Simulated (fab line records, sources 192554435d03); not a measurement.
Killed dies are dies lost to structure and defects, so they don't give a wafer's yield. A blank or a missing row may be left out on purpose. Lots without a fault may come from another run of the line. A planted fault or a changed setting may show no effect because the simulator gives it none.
Chamber matching | flow n5_finfet | N5_BEOL_M3_ETCH_64 on rie_diel-04: 4 sister chambers
The step etches SOC in N2/H2, target depth 75 nm, overetch 15 nm, time 112.5 s. 8 wafers are shown with their chamber, then 9 later ones without.

WAFERS WITH THEIR CHAMBER
wafer  | chamber | showerhead_plenum_p_Torr (Torr) | drypump_motor_current_A (A)
L085.2 | 0       | 2.63                            | 5.3
L085.4 | 1       | 2.59                            | 5.6
L087.1 | 3       | 2.51                            | 5.2
L087.4 | 1       | 2.59                            | 5.7
L087.5 | 0       | 2.62                            | 5.3
L088.1 | 2       | 2.42                            | 5.6
L088.4 | 3       | 2.51                            | 5.1
L088.5 | 2       | 2.42                            | 5.6

WAFERS WITHOUT THEIR CHAMBER
wafer  | showerhead_plenum_p_Torr (Torr) | drypump_motor_current_A (A)
L092.1 | 2.62                            | 5.3
L092.3 | 2.50                            | 5.1
L092.6 | 2.62                            | 5.3
L093.2 | 2.50                            | 5.1
L093.4 | 2.58                            | 5.6
L093.6 | 2.50                            | 5.1
L094.4 | 2.62                            | 5.3
L094.5 | 2.58                            | 5.6
L094.6 | 2.50                            | 5.1

WHICH CHAMBER EACH WENT THROUGH
wafer  | from the rows above | in truth
L092.1 | 0                   | 0
L092.3 | 3                   | 3
L092.6 | 0                   | 0
L093.2 | 3                   | 3
L093.4 | 1                   | 1
L093.6 | 3                   | 3
L094.4 | 0                   | 0
L094.5 | 1                   | 1
L094.6 | 3                   | 3
Placed correctly: 9 of 9. Can't be placed from these rows: 0. Placed wrongly: 0.
How it was worked out, from the rows above alone: a wafer's distance from a chamber is the root of the sum, over the readings, of the square of ((its reading less the chamber's mean) divided by the reading's scatter). The wafer belongs to the nearest chamber; if the next one is less than 2 further off, it can't be placed. A chamber's mean is the mean of its shown wafers. The scatter: the root of (the sum of the squares of (reading less its chamber's mean) over the shown wafers, divided by (wafers less chambers)).
